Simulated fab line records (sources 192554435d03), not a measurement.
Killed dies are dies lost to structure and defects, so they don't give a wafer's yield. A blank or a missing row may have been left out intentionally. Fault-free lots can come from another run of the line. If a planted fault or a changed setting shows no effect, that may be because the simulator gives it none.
fab line records    flow n5-finfet
record lots=10  wafers=28  last-day=18
route steps=1938 shown BEOL_M14@1729 PASSIVATION@1936
lots that met no fault: taken from a fault-free run of the same line
start-h: hours from the record's first day to the start of the lot's first wafer shown    wait-h: hours elapsed since this lot's preceding step    " identical to the entry in the row above    L1.1+2: one row covering several wafers at once    - no value present, or no start provided    * or withheld: withheld    < > ~ a bound
route shown NAME@n: NAME is a module with steps in the file, n the number in the route of the first one    usual: mean/standard deviation of fault-free wafers    same: alike in all rows    chamber/n: place in a boat    sites: readings site by site    _std_site: their standard deviation    _edge_site: the outer-site mean with the inner-site mean subtracted    radius-mm: for every site, how far away it sits from the centre of the wafer    mask NAME#n: copy n    behind: the tool/chamber that last shaped the wafer    hold: reason for holding the lot/hours on hold/outcome of the hold    device: which transistor (n, p or np) failed to switch    end of line: at the end of the route, the tests of the same wafers    a step without rows: its recipe alone    killed: at the first sort, the dies lost to defects and structure; wafer yield is something else    map: a wafer's dies, marking killed ones x, the rest . and places with no die _
set.NAME: the run value of the setting; set.NAME@STEP: its run value at that earlier step    model.NAME: the simulator's own value behind a step, which no gauge read
route steps across a sampled set of lots; one table per step, one row per wafer
services: the hour from which a tool's chamber was out of use, counted from the record's first day as start-h (under 0 if before that day), plus the number of hours and why
## steps
# step N5_BEOL_M14_DESCUM_15
# recipe chemistry=O2  time-s=7.9  source-power-w=50  bias-power-w=20  pressure-mtorr=20  rf-frequency-hz=2.712e+07  temp-c=40  o2-flow-sccm=225
# usual drypump-motor-current-A=5.7/0.35  oes-product-au=0.79/0.075  rf-fwd-power-W=49.24/0.27  rf-vpp-V=243.6/1.4  showerhead-plenum-p-Torr=2.11/0.078  throttle-valve-pct=20.46/0.17
lot.wafer  tool         chamber  start-h  wait-h  drypump-motor-current-A  oes-product-au  rf-fwd-power-W  rf-hours-counter-h  rf-vpp-V  showerhead-plenum-p-Torr  throttle-valve-pct
L914.1     rie-diel-01  1        261.99   0.0     5.9                      0.76            49.27           138                 243.9     2.21                      20.48
L914.3     "            3        "        "       5.1                      0.88            49.54           29                  245.8     2.22                      20.15
L914.5     "            3        "        "       5.1                      0.88            49.69           -                   246.6     2.22                      20.17
L915.3     rie-diel-03  1        271.35   0.0     5.4                      0.68            49.19           248                 241.9     1.96                      20.63
L915.4     "            2        "        "       5.7                      0.71            48.78           200                 240.6     1.99                      20.42
L915.6     "            0        "        "       5.5                      0.68            49.49           -                   244.4     2.15                      20.87
L922.2     rie-diel-05  3        309.13   0.4     5.3                      0.85            49.39           54                  241.3     2.02                      20.58
L922.4     "            2        "        "       5.9                      0.85            49.27           64                  243.9     2.02                      20.70
L922.6     "            3        "        "       5.3                      0.85            49.32           -                   241.5     2.02                      20.59
L927.1     rie-diel-05  0        338.11   0.0     5.8                      0.71            49.39           233                 242.5     2.04                      20.29
L927.6     "            1        "        "       5.8                      0.82            49.07           -                   244.0     2.13                      20.34
L926.1     rie-diel-05  0        339.60   0.0     5.8                      0.71            49.39           234                 242.9     2.04                      20.29
L926.5     "            1        "        "       5.8                      0.83            49.44           -                   242.8     2.13                      20.32
L931.2     rie-diel-03  3        350.31   0.0     5.6                      0.76            49.54           127                 243.5     2.10                      20.39
L931.4     "            2        "        "       5.7                      0.69            48.90           -                   241.9     1.98                      20.45
L931.6     "            1        "        "       5.4                      0.92            49.12           -                   245.2     2.22                      20.43
L933.3     rie-diel-03  2        368.74   0.1     5.7                      0.68            48.99           241                 242.3     1.98                      20.49
L933.4     "            3        "        "       5.6                      0.76            49.58           133                 244.2     2.09                      20.41
L933.5     "            2        "        "       5.7                      0.68            48.76           -                   243.1     1.98                      20.48
L934.4     rie-diel-01  2        375.71   0.0     6.2                      0.84            49.25           -                   242.0     2.10                      20.36
L934.5     "            3        "        "       5.1                      0.84            49.69           -                   243.1     2.21                      20.21
L934.6     "            1        "        "       5.9                      0.72            49.15           -                   244.0     2.20                      20.54
L937.1     rie-diel-01  1        402.58   0.1     5.9                      0.72            48.96           188                 245.0     2.19                      20.56
L937.4     "            2        "        "       6.2                      0.83            49.15           93                  243.4     2.09                      20.37
L937.5     "            2        "        "       6.2                      0.83            48.87           -                   244.2     2.09                      20.39
L936.1     rie-diel-01  1        410.47   0.0     5.9                      0.71            49.24           191                 244.0     2.19                      20.57
L936.2     "            3        "        "       5.1                      0.83            49.45           72                  244.9     2.20                      20.23
L936.3     "            2        "        "       6.2                      0.84            48.69           96                  245.3     2.09                      20.38
# step N5_BEOL_M14_ETCH_59
# recipe chemistry=N2/H2  target=BARC  target-depth-a=890  overetch-a=267  time-s=67.9  ion-energy-ev=200  pressure-mtorr=30  source-w=840  bias-w=150  n2-flow-sccm=200  h2-flow-sccm=200
# usual drypump-motor-current-A=5.7/0.35  h2-flow-sccm=200.0/0.55  oes-product-au=0.68/0.059  rf-fwd-power-W=831/3.4  rf-vpp-V=524.6/2.5  showerhead-plenum-p-Torr=2.56/0.082  throttle-valve-pct=17.89/0.25
lot.wafer  tool         chamber  start-h  wait-h  drypump-motor-current-A  h2-flow-sccm  oes-product-au  rf-fwd-power-W  rf-hours-counter-h  rf-vpp-V  showerhead-plenum-p-Torr  throttle-valve-pct
L914.1     rie-diel-01  1        262.03   0.0     5.9                      199.8         0.65            829             138                 526.9     2.65                      17.74
L914.3     "            3        "        "       5.1                      200.2         0.76            836             29                  527.9     2.70                      17.62
L914.5     "            3        "        "       5.2                      200.0         0.76            828             -                   528.7     2.69                      17.63
L915.3     rie-diel-03  1        271.39   0.0     5.4                      199.9         0.58            833             248                 520.1     2.36                      17.96
L915.4     "            2        "        "       5.8                      200.0         0.62            826             200                 521.9     2.43                      18.01
L915.6     "            0        "        "       5.5                      199.5         0.58            837             -                   526.8     2.60                      18.31
L922.2     rie-diel-05  3        309.17   0.0     5.3                      200.5         0.72            833             54                  522.8     2.46                      18.08
L922.4     "            2        "        "       5.9                      198.8         0.72            834             64                  521.1     2.49                      18.41
L922.6     "            3        "        "       5.3                      199.7         0.72            833             -                   522.0     2.46                      18.09
L927.1     rie-diel-05  0        338.14   0.0     5.8                      199.5         0.61            829             233                 524.0     2.50                      17.94
L927.6     "            1        "        "       5.8                      200.0         0.70            830             -                   524.3     2.55                      17.46
L926.1     rie-diel-05  0        339.64   0.0     5.8                      200.3         0.60            830             234                 522.7     2.50                      17.93
L926.5     "            1        "        "       5.8                      200.1         0.69            832             -                   524.1     2.55                      17.47
L931.2     rie-diel-03  3        350.34   0.0     5.7                      199.8         0.66            833             127                 523.2     2.55                      17.80
L931.4     "            2        "        "       5.7                      199.9         0.60            831             -                   520.5     2.41                      18.07
L931.6     "            1        "        "       5.4                      200.5         0.78            832             -                   530.6     2.67                      17.69
L933.3     rie-diel-03  2        368.78   0.0     5.7                      200.1         0.59            829             241                 521.0     2.41                      18.09
L933.4     "            3        "        "       5.6                      200.0         0.65            836             133                 526.7     2.55                      17.82
L933.5     "            2        "        "       5.7                      199.9         0.58            827             -                   521.2     2.41                      18.10
L934.4     rie-diel-01  2        375.76   0.0     6.2                      200.7         0.71            829             -                   523.5     2.56                      17.84
L934.5     "            3        "        "       5.1                      199.1         0.71            834             -                   527.2     2.68                      17.68
L934.6     "            1        "        "       5.9                      200.3         0.62            831             -                   526.7     2.63                      17.78
L937.1     rie-diel-01  1        402.62   0.0     5.9                      200.4         0.62            828             188                 527.2     2.62                      17.80
L937.4     "            2        "        "       6.2                      199.1         0.70            826             93                  524.5     2.55                      17.86
L937.5     "            2        "        "       6.2                      199.9         0.71            826             -                   526.2     2.55                      17.83
L936.1     rie-diel-01  1        410.51   0.0     5.9                      200.5         0.62            830             191                 526.1     2.62                      17.80
L936.2     "            3        "        "       5.1                      199.9         0.72            830             72                  528.5     2.68                      17.71
L936.3     "            2        "        "       6.2                      200.0         0.71            832             96                  524.5     2.55                      17.87
# step N5_BEOL_M14_SPUTTER_44
# recipe material=Ta  target-thk-a=150  temp-c=50  bias-v=80  power-w=15000  chamber-pressure-pa=0.07  time-s=24.19
# usual chamber-pressure-pa=0.07001/0.00014  throttle-valve-pct=30.6/0.85
lot.wafer  tool            chamber  start-h  wait-h  chamber-pressure-pa  throttle-valve-pct
L914.1     pvd-sputter-02  -        272.73   0.0     0.06987              30.8
L914.3     "               -        "        "       0.07002              30.1
L914.5     "               -        "        "       0.07009              30.7
L915.3     pvd-sputter-02  -        275.27   0.0     0.07022              30.3
L915.4     "               -        "        "       0.07022              29.6
L915.6     "               -        "        "       0.06989              30.4
L922.2     pvd-sputter-01  -        311.85   0.0     0.07                 31.2
L922.4     "               -        "        "       0.07002              31.7
L922.6     "               -        "        "       0.07014              29.9
L927.1     pvd-sputter-02  -        340.52   0.0     0.06988              30.5
L927.6     "               -        "        "       0.06991              30.6
L926.1     pvd-sputter-02  -        344.20   0.0     0.06979              30.7
L926.5     "               -        "        "       0.07019              30.7
L931.2     pvd-sputter-03  -        355.57   0.0     0.06991              28.8
L931.4     "               -        "        "       0.07003              32.0
L931.6     "               -        "        "       0.07017              32.2
L933.3     pvd-sputter-01  -        374.31   0.0     0.06999              31.3
L933.4     "               -        "        "       0.06999              30.2
L933.5     "               -        "        "       0.06982              32.0
L934.4     pvd-sputter-03  -        380.00   0.0     0.07007              29.2
L934.5     "               -        "        "       0.06994              32.0
L934.6     "               -        "        "       0.0697               29.6
L937.1     pvd-sputter-01  -        407.32   0.0     0.07009              31.5
L937.4     "               -        "        "       0.07009              31.8
L937.5     "               -        "        "       0.06987              31.8
L936.1     pvd-sputter-02  -        416.66   0.0     0.06999              30.7
L936.2     "               -        "        "       0.07027              30.4
L936.3     "               -        "        "       0.07017              29.6
# step N5_BEOL_M14_CMP_49
# recipe stop-on=SiO2  t-overpolish-s=5.2  down-force-psi=2  platen-rpm=80  clearing-platen-down-force-psi=2  clearing-platen-rpm=80  post-cmp-clean=cu-alkaline  target-thk-nm=560  clearing-platen-pad-velocity-m-s=1.5917  pad-velocity-m-s=1.5917
# usual barrier-field-endpoint-s=11.3/0.33  clearing-platen-down-force-psi=2.001/0.0037  motor-current-A=8.1/0.87
lot.wafer  tool    chamber  start-h  wait-h  barrier-field-endpoint-s  clearing-platen-down-force-psi  motor-current-A
L914.3     cmp-01  1        273.42   0.2     11.4                      2.005                           9.6
L914.1     "       0        "        "       11.1                      1.994                           7.2
L914.5     "       1        "        "       11.3                      2.008                           9.4
L915.4     cmp-03  3        276.04   0.1     11.2                      2.002                           8.0
L915.3     "       1        "        "       11.6                      1.994                           8.3
L915.6     "       0        "        "       10.8                      1.995                           9.7
L922.2     cmp-01  1        312.54   0.2     11.2                      2.001                           9.6
L922.4     "       3        "        "       11.0                      1.993                           7.6
L922.6     "       1        "        "       11.1                      2.001                           9.7
L927.1     cmp-01  1        341.32   0.4     9.0                       2.000                           9.6
L927.6     "       2        "        "       8.6                       2.004                           8.6
L926.1     cmp-02  0        344.91   0.3     9.2                       1.998                           7.7
L926.5     "       1        "        "       11.5                      2.003                           7.8
L931.4     cmp-03  3        356.64   0.1     11.1                      1.998                           8.1
L931.2     "       2        "        "       11.1                      2.004                           7.8
L931.6     "       3        "        "       11.3                      1.997                           7.8
L933.4     cmp-02  1        375.02   0.1     11.8                      1.998                           7.5
L933.3     "       3        "        "       11.6                      2.003                           7.3
L933.5     "       2        "        "       11.5                      2.004                           8.8
L934.4     cmp-01  3        380.91   0.2     11.3                      2.002                           7.5
L934.5     "       0        "        "       11.2                      2.006                           7.2
L934.6     "       1        "        "       11.3                      2.000                           9.8
L937.4     cmp-02  0        408.56   0.2     11.7                      1.995                           7.9
L937.1     "       1        "        "       12.2                      2.002                           7.7
L937.5     "       2        "        "       11.5                      2.001                           8.4
L936.2     cmp-02  3        417.36   0.2     11.5                      2.008                           7.1
L936.1     "       0        "        "       11.6                      2.000                           7.8
L936.3     "       2        "        "       11.7                      1.998                           8.6
# step N5_BEOL_M14_RS_MEAS_54
# recipe thk-meas-gauge=four-point-probe  reads=Cu_of_BEOL_M14_ECD_47+Ta_of_BEOL_M14_SPUTTER_44+TaN_of_BEOL_M14_SPUTTER_43
# usual M14_RS=0.0323/0.001
lot.wafer  tool           chamber  start-h  wait-h  M14_RS[ohm/sq]
L914.1     film-metro-02  -        273.84   0.0     0.0328
L914.3     "              -        "        "       0.0313
L914.5     "              -        "        "       0.0327
L915.3     film-metro-02  -        276.46   0.1     0.0310
L915.4     "              -        "        "       0.0313
L915.6     "              -        "        "       0.0314
L922.2     film-metro-01  -        312.96   0.1     0.0326
L922.4     "              -        "        "       0.0314
L922.6     "              -        "        "       0.0329
L927.1     film-metro-02  -        341.63   0.0     0.0345
L927.6     "              -        "        "       0.0344
L926.1     film-metro-01  -        345.33   0.0     0.0325
L926.5     "              -        "        "       0.0328
L931.2     film-metro-02  -        357.06   0.1     0.0331
L931.4     "              -        "        "       0.0315
L931.6     "              -        "        "       0.0311
L933.3     film-metro-01  -        375.45   0.1     0.0319
L933.4     "              -        "        "       0.0314
L933.5     "              -        "        "       0.0334
L934.4     film-metro-01  -        381.23   0.0     0.0337
L934.5     "              -        "        "       0.0340
L934.6     "              -        "        "       0.0314
L937.1     film-metro-02  -        408.91   0.0     0.0317
L937.4     "              -        "        "       0.0311
L937.5     "              -        "        "       0.0314
L936.1     film-metro-02  -        417.78   0.0     0.0327
L936.2     "              -        "        "       0.0328
L936.3     "              -        "        "       0.0320
# step N5_PASSIVATION_PROBE_49
# usual defect-limited-yield=90.5/1.7  killed_at_M0_to_M3=37/12  killed_at_M4_up=14/5.2  killed-at-contacts=12/5.9  killed-at-front-end=45/14  killed-at-other=3.5/2.8  killed-dies=112/21  killed-on-rim=15/4.5  killed-open=73/15  killed-short=36/8.9  sort_bin_5_function=5.6/1.2  sort_bin_6_memory=3.5/0.68  sort_bin_8_speed=0.01/0.1  sort-n-pass=1068/21  sort-yield-pct=90.5/1.8
# same gross-dies=1180  killed-at-back-side=0  sort_bin_4_leakage[%]=0
lot.wafer  tool       chamber  start-h  wait-h  defect-limited-yield[%]  killed_at_M0_to_M3  killed_at_M4_up  killed-at-contacts  killed-at-front-end  killed-at-other  killed-dies  killed-on-rim  killed-open  killed-short  sort_bin_5_function[%]  sort_bin_6_memory[%]  sort_bin_8_speed[%]  sort-n-pass  sort-yield-pct[%]
L926.1     prober-02  -        371.75   0.0     92.4                     20                  18               14                  34                   4                90           13             59           31            4.2                     3.3                   0                    1090         92.4
L926.5     prober-02  -        371.95   0.2     91.9                     42                  11               13                  28                   2                96           14             59           31            5.2                     2.8                   0                    1084         91.9
L931.6     prober-01  -        379.86   0.6     89.1                     63                  8                17                  40                   1                129          9              82           45            7.0                     3.4                   0                    1051         89.1
# killed by level:class
L926.1 STI_FIN_REVEAL:geometric-particle:open=9 MOL_CONTACT_COAG:geometric-particle:open=8 BEOL_M3:geometric-particle:open=8 FIN_SAQP:geometric-particle:open=7 GATE_CUT:geometric-particle:short=7 MOL_CONTACT_COAG:geometric-particle:short=6 FIN_SAQP:geometric-particle:short=4 BEOL_M1:geometric-particle:open=4
L926.5 MOL_CONTACT_COAG:geometric-particle:open=10 BEOL_M1:geometric-particle:open=8 FIN_SAQP:geometric-particle:short=7 BEOL_M3:geometric-particle:open=7 BEOL_M2:geometric-particle:open=7 BEOL_M0_SAQP:geometric-particle:open=6 BEOL_M0_SAQP:geometric-particle:short=4 STI_FIN_REVEAL:geometric-particle:open=3
L931.6 BEOL_M0_SAQP:geometric-particle:open=27 BEOL_M0_SAQP:geometric-particle:short=17 MOL_CONTACT_COAG:geometric-particle:open=13 FIN_SAQP:geometric-particle:short=12 FIN_SAQP:geometric-particle:open=10 BEOL_M1:geometric-particle:open=5 STARTING-WAFER:geometric-particle:open=5 STI_FIN_REVEAL:geometric-particle:open=4
## services
tool            chamber  start-h  hours  kind
cmp-02          -        240.93   4.0    pm
rie-diel-03     -        253.52   0.4    repair
cmp-03          -        265.13   2.8    repair
rie-diel-05     0        265.47   8.7    repair
cmp-03          -        276.80   1.5    repair
rie-diel-05     2        279.25   2.4    repair
rie-diel-05     0        287.52   1.8    repair
rie-diel-01     3        288.67   23.6   repair
pvd-sputter-02  -        288.91   7.9    repair
rie-diel-05     1        290.79   6.3    repair
cmp-01          -        292.93   4.0    pm
rie-diel-03     0        293.22   10.1   repair
pvd-sputter-02  -        303.50   6.2    repair
cmp-01          -        308.10   1.2    repair
rie-diel-01     0        317.16   9.8    repair
rie-diel-05     1        317.84   8.7    repair
rie-diel-03     0        336.21   4.9    repair
rie-diel-01     -        349.21   14.6   pm
rie-diel-03     3        359.58   7.1    repair
rie-diel-01     0        372.32   7.8    repair
rie-diel-03     0        390.45   5.0    repair
rie-diel-01     -        394.50   2.8    pm
rie-diel-03     -        396.96   2.8    pm
cmp-02          -        400.45   4.1    pm
## key
first-sign step=N5_BEOL_M14_CMP_49  reading=barrier-field-endpoint-s  direction=down  sigmas=7.3  usual=11.3  struck=8.9
effect none on later readings
met-at N5_BEOL_M14_SPUTTER_44
struck-lots L926,L927
struck-wafers L926.1,L927.1,L927.6
not-acting-at N5_BEOL_M14_DESCUM_15,N5_BEOL_M14_ETCH_59,N5_BEOL_M14_RS_MEAS_54
onset-between 275.27 340.52
fault kind=process-parameter-drift  tool=pvd-sputter-02  chamber=-  onset-h=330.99  steps=N5_BEOL_M14_SPUTTER_44  channel=time-s  offset=*  shape=step  end-h=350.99  scope=struck-wafers-only  acts-in=*  stated=*
